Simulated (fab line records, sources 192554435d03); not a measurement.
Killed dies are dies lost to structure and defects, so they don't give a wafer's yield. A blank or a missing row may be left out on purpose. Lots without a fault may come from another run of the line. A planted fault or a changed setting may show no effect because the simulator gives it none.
Which tool did it? | flow n5_finfet | 24 lots, 72 wafers sampled, at 5 steps of a route of 1938

WHAT THE GAUGES READ, wafer by wafer
N5_BEOL_M11_CD_MEAS_28: target cd 70 nm. Usual: cd_nm 69.9 nm, standard deviation 0.89.
lot  | measured     | on        | cd_nm (nm)     | flag
L074 | day 11 02:35 | cd_sem-02 | 69.9 70.2 70.5 |
L075 | day 11 15:39 | cd_sem-01 | 70.2 69.4 69.8 |
L077 | day 11 19:31 | cd_sem-01 | 71.1 71.5 71.9 |
L076 | day 12 00:46 | cd_sem-02 | 69.7 69.9 70.3 |
L078 | day 12 06:20 | cd_sem-03 | 70.9 70.3 70.7 |
L080 | day 12 09:35 | cd_sem-01 | 69.5 69.1 69.5 |
L079 | day 12 13:11 | cd_sem-02 | 70.5 71.5 70.5 |
L081 | day 13 00:41 | cd_sem-02 | 71.0 69.3 68.8 |
L083 | day 13 08:22 | cd_sem-02 | 70.2 69.0 70.2 |
L082 | day 13 08:40 | cd_sem-03 | 70.2 69.5 70.7 |
L084 | day 14 03:20 | cd_sem-03 | 69.9 68.4 69.4 |
L085 | day 14 11:10 | cd_sem-01 | 68.9 69.2 68.6 |
L086 | day 14 12:35 | cd_sem-01 | 70.4 69.2 69.8 |
L089 | day 14 16:00 | cd_sem-01 | 71.4 70.4 71.2 |
L087 | day 14 16:10 | cd_sem-01 | 70.5 70.6 70.4 |
L088 | day 14 22:37 | cd_sem-03 | 68.6 69.0 68.2 |
L090 | day 15 10:31 | cd_sem-02 | 69.0 69.4 69.2 |
L091 | day 15 14:18 | cd_sem-03 | 69.5 68.3 68.7 |
L092 | day 15 14:28 | cd_sem-01 | 71.1 70.6 70.3 |
L094 | day 15 23:26 | cd_sem-03 | 70.1 70.6 70.2 |
L093 | day 16 10:59 | cd_sem-03 | 70.3 70.3 70.6 |
L095 | day 16 13:51 | cd_sem-02 | 68.7 68.2 69.1 |
L096 | day 16 16:46 | cd_sem-03 | 68.4 68.4 69.5 |
L097 | day 16 16:56 | cd_sem-03 | 69.4 69.5 69.4 |

N5_BEOL_M11_OVL_MEAS_29. Usual: V10_OVL -0.5 nm, standard deviation 0.77.
lot  | measured     | on         | V10_OVL (nm)   | flag
L074 | day 11 02:37 | overlay-01 | -1.8 -1.4 -1.3 |
L075 | day 11 15:41 | overlay-02 | -0.1 0.1 -0.3  |
L077 | day 11 19:33 | overlay-01 | -1.2 -0.2 0.5  |
L076 | day 12 00:48 | overlay-02 | 0.9 1.1 0.8    |
L078 | day 12 06:22 | overlay-01 | -1.2 -0.3 -0.8 |
L080 | day 12 09:37 | overlay-01 | 0.5 0.9 -0.4   |
L079 | day 12 13:13 | overlay-02 | -0.7 -0.6 -0.3 |
L081 | day 13 00:43 | overlay-02 | -0.6 -1.0 -0.4 |
L083 | day 13 08:23 | overlay-01 | -1.3 -0.7 -2.2 |
L082 | day 13 08:41 | overlay-01 | -0.5 -0.8 0.3  |
L084 | day 14 03:22 | overlay-01 | -1.1 -0.2 -1.1 |
L085 | day 14 11:12 | overlay-01 | -0.3 -1.1 -1.8 |
L086 | day 14 12:37 | overlay-01 | -0.1 -0.4 -1.2 |
L089 | day 14 16:02 | overlay-01 | -0.4 0.1 -0.4  |
L087 | day 14 16:12 | overlay-02 | -0.8 -0.4 0.5  |
L088 | day 14 22:38 | overlay-01 | -0.1 0.2 -0.3  |
L090 | day 15 10:33 | overlay-02 | -2.3 -2.3 -0.8 |
L091 | day 15 14:20 | overlay-02 | 0.0 -0.5 0.8   |
L092 | day 15 14:29 | overlay-01 | -0.6 -0.3 1.4  |
L094 | day 15 23:28 | overlay-02 | -0.7 -0.8 -0.3 |
L093 | day 16 11:01 | overlay-01 | -0.4 -0.2 -0.6 |
L095 | day 16 13:53 | overlay-01 | 0.3 -1.2 -0.1  |
L096 | day 16 16:48 | overlay-01 | -1.1 0.4 -0.1  |
L097 | day 16 16:58 | overlay-02 | -2.8 -1.2 -0.8 |

N5_BEOL_M13_CD_MEAS_10: target cd 190 nm. Usual: cd_nm 189.1 nm, standard deviation 1.2.
lot  | measured     | on        | cd_nm (nm)        | flag
L074 | day 11 16:04 | cd_sem-02 | 189.7 188.5 188.1 |
L075 | day 12 00:02 | cd_sem-03 | 191.1 190.6 191.8 |
L077 | day 12 04:30 | cd_sem-02 | 186.4 187.6 187.6 |
L076 | day 12 11:01 | cd_sem-01 | 188.9 187.7 187.7 |
L078 | day 12 16:29 | cd_sem-02 | 193.0 191.7 192.3 |
L080 | day 12 21:29 | cd_sem-01 | 189.3 187.8 187.1 |
L079 | day 12 22:36 | cd_sem-01 | 187.1 187.4 187.2 |
L081 | day 13 08:47 | cd_sem-03 | 187.5 188.5 187.5 |
L083 | day 13 21:41 | cd_sem-03 | 188.6 188.1 188.0 |
L082 | day 13 22:14 | cd_sem-01 | 188.4 187.7 187.7 |
L084 | day 14 15:03 | cd_sem-02 | 189.0 189.3 189.7 |
L085 | day 14 23:14 | cd_sem-03 | 190.3 188.9 190.1 |
L086 | day 15 02:20 | cd_sem-01 | 191.3 189.6 190.0 |
L089 | day 15 02:10 | cd_sem-02 | 189.0 190.1 189.1 |
L087 | day 15 02:43 | cd_sem-03 | 189.4 188.7 188.6 |
L088 | day 15 07:01 | cd_sem-03 | 188.7 188.5 188.0 |
L090 | day 15 20:56 | cd_sem-02 | 189.4 190.1 189.1 |
L091 | day 16 03:29 | cd_sem-01 | 189.9 189.6 189.2 |
L092 | day 16 09:05 | cd_sem-01 | 188.9 188.7 189.5 |
L094 | day 16 09:38 | cd_sem-03 | 190.1 189.7 190.3 |
L093 | day 17 01:43 | cd_sem-03 | 189.9 189.7 189.8 |
L095 | day 17 05:20 | cd_sem-02 | 189.1 189.4 188.8 |
L096 | day 17 13:51 | cd_sem-01 | 188.6 189.2 189.1 |
L097 | day 17 20:36 | cd_sem-03 | 190.6 189.8 190.1 |

N5_BEOL_M13_CD_MEAS_17: target cd 190 nm. Usual: cd_nm 189.3 nm, standard deviation 1.5.
lot  | measured     | on        | cd_nm (nm)        | flag
L074 | day 11 16:41 | cd_sem-01 | 189.3 189.1 188.0 |
L075 | day 12 00:40 | cd_sem-02 | 190.8 190.6 191.9 |
L077 | day 12 05:07 | cd_sem-03 | 186.7 189.0 188.4 |
L076 | day 12 11:38 | cd_sem-01 | 190.4 188.2 187.9 |
L078 | day 12 17:07 | cd_sem-03 | 192.0 190.7 191.7 |
L080 | day 12 22:06 | cd_sem-01 | 190.3 185.9 187.2 |
L079 | day 12 23:32 | cd_sem-03 | 187.7 187.1 186.9 |
L081 | day 13 09:55 | cd_sem-01 | 187.5 187.2 187.9 |
L083 | day 13 22:19 | cd_sem-03 | 187.5 188.4 187.4 |
L082 | day 13 22:50 | cd_sem-01 | 188.0 186.2 187.9 |
L084 | day 14 15:40 | cd_sem-02 | 189.2 189.2 190.2 |
L085 | day 15 00:01 | cd_sem-01 | 190.8 189.0 190.9 |
L086 | day 15 03:04 | cd_sem-03 | 191.0 189.6 190.2 |
L089 | day 15 02:47 | cd_sem-03 | 188.8 190.5 188.3 |
L087 | day 15 03:35 | cd_sem-01 | 189.8 189.0 189.7 |
L088 | day 15 08:01 | cd_sem-02 | 189.7 188.7 188.5 |
L090 | day 15 21:43 | cd_sem-03 | 189.9 191.3 189.9 |
L091 | day 16 04:06 | cd_sem-02 | 190.0 190.2 191.3 |
L092 | day 16 09:55 | cd_sem-02 | 190.5 188.1 190.1 |
L094 | day 16 10:16 | cd_sem-02 | 191.9 191.2 191.2 |
L093 | day 17 02:19 | cd_sem-03 | 191.7 190.0 190.1 |
L095 | day 17 05:57 | cd_sem-03 | 189.7 189.3 189.4 |
L096 | day 17 14:28 | cd_sem-01 | 188.7 189.2 190.5 |
L097 | day 17 21:13 | cd_sem-03 | 190.4 190.6 190.4 |

WHICH TOOL RAN EACH LOT (tool, then ch and the chambers of the sampled wafers, then the start)
lot  | N5_BEOL_M11_DESCUM_33
L074 | rie_diel-06 ch 0,1,3, day 11 03:05
L075 | rie_diel-02 ch 2,3, day 11 15:44
L077 | rie_diel-02 ch 0,1,3, day 11 19:37
L076 | rie_diel-05 ch 1,2,3, day 12 00:59
L078 | rie_diel-06 ch 0,2, day 12 06:31
L080 | rie_diel-05 ch 0,3, day 12 09:40
L079 | rie_diel-05 ch 0,1,3, day 12 13:23
L081 | rie_diel-05 ch 0,1,2, day 13 00:47
L083 | rie_diel-06 ch 0,1,3, day 13 09:11
L082 | rie_diel-02 ch 2,3, day 13 09:14
L084 | rie_diel-02 ch 0,1,2, day 14 03:26
L085 | rie_diel-05 ch 1,2,3, day 14 11:16
L086 | rie_diel-02 ch 0,1,2, day 14 12:43
L089 | rie_diel-05 ch 0,1,3, day 14 16:05
L087 | rie_diel-02 ch 0,1,3, day 14 16:46
L088 | rie_diel-06 ch 1,3, day 14 22:42
L090 | rie_diel-05 ch 0,1,3, day 15 11:04
L091 | rie_diel-06 ch 0,2,3, day 15 14:23
L092 | rie_diel-02 ch 1,2,3, day 15 14:33
L094 | rie_diel-02 ch 0,2,3, day 15 23:31
L093 | rie_diel-05 ch 1,2, day 16 11:29
L095 | rie_diel-02 ch 0,3, day 16 13:56
L096 | rie_diel-06 ch 0,1,3, day 16 16:51
L097 | rie_diel-02 ch 0,1,3, day 16 17:01
- N5_BEOL_M11_DESCUM_33: chemistry O2, time 7.9 s.

WHAT THE TOOLS THEMSELVES READ (means of the sampled wafers that have a number; where no wafer has one, the mark that the record gives instead)
N5_BEOL_M11_DESCUM_33. Usual: drypump_motor_current_A 5.7 A, standard deviation 0.35; oes_product_au 0.78 a.u., standard deviation 0.081; rf_vpp_V 243.1 V, standard deviation 1.5; showerhead_plenum_p_Torr 2.09 Torr, standard deviation 0.079; throttle_valve_pct 20.45 %, standard deviation 0.29.
lot  | tool        | drypump_motor_current_A (A) | oes_product_au (a.u.) | rf_vpp_V (V) | showerhead_plenum_p_Torr (Torr) | throttle_valve_pct (%) | flag
L074 | rie_diel-06 | 5.6                         | 0.83                  | 244.6        | 2.12                            | 20.47                  |
L075 | rie_diel-02 | 5.4                         | 0.75                  | 242.5        | 2.03                            | 20.43                  |
L077 | rie_diel-02 | 5.7                         | 0.83                  | 243.3        | 2.14                            | 20.49                  |
L076 | rie_diel-05 | 5.6                         | 0.81                  | 242.2        | 2.08                            | 20.30                  |
L078 | rie_diel-06 | 5.9                         | 0.74                  | 243.1        | 2.06                            | 20.71                  |
L080 | rie_diel-05 | 5.8                         | 0.82                  | 243.0        | 2.05                            | 20.29                  |
L079 | rie_diel-05 | 5.6                         | 0.81                  | 242.1        | 2.05                            | 20.34                  |
L081 | rie_diel-05 | 5.8                         | 0.75                  | 242.1        | 2.08                            | 20.35                  |
L083 | rie_diel-06 | 5.6                         | 0.81                  | 243.3        | 2.11                            | 20.51                  |
L082 | rie_diel-02 | 5.5                         | 0.74                  | 242.5        | 2.03                            | 20.46                  |
L084 | rie_diel-02 | 5.7                         | 0.81                  | 243.7        | 2.11                            | 20.44                  |
L085 | rie_diel-05 | 5.6                         | 0.78                  | 242.1        | 2.07                            | 20.32                  |
L086 | rie_diel-02 | 5.7                         | 0.80                  | 243.6        | 2.11                            | 20.45                  |
L089 | rie_diel-05 | 5.7                         | 0.79                  | 242.1        | 2.04                            | 20.36                  |
L087 | rie_diel-02 | 5.7                         | 0.79                  | 243.9        | 2.13                            | 20.53                  |
L088 | rie_diel-06 | 5.5                         | 0.83                  | 243.3        | 2.12                            | 20.37                  |
L090 | rie_diel-05 | 5.6                         | 0.78                  | 242.6        | 2.04                            | 20.39                  |
L091 | rie_diel-06 | 5.6                         | 0.78                  | 244.4        | 2.12                            | 20.46                  |
L092 | rie_diel-02 | 5.8                         | 0.73                  | 242.7        | 2.09                            | 20.64                  |
L094 | rie_diel-02 | 5.5                         | 0.77                  | 242.9        | 2.07                            | 20.38                  |
L093 | rie_diel-05 | 5.7                         | 0.90                  | 243.7        | 2.10                            | 20.07                  |
L095 | rie_diel-02 | 5.4                         | 0.77                  | 243.0        | 2.09                            | 20.47                  |
L096 | rie_diel-06 | 5.7                         | 0.78                  | 243.4        | 2.10                            | 20.54                  |
L097 | rie_diel-02 | 5.7                         | 0.78                  | 243.7        | 2.13                            | 20.54                  |

THE ANSWER, worked out from the rows above alone
Rule: a lot is off if the mean of its wafers that have a number lies more than 3 standard deviations from the usual mean. A lot without any number at a reading at which 4 lots or more have one is off too. The other lots that the step has rows for count as sound. The gauges are gone through in route order, then the tools' own readings, and for those a lot's mean is taken as printed above. The first step at which some lot is off is used, and at that step the reading that is off furthest; a lot without a number counts as furthest.
No lot is off at any reading shown: from this, nothing can be told.

WHAT THE SIMULATOR HAD PUT IN
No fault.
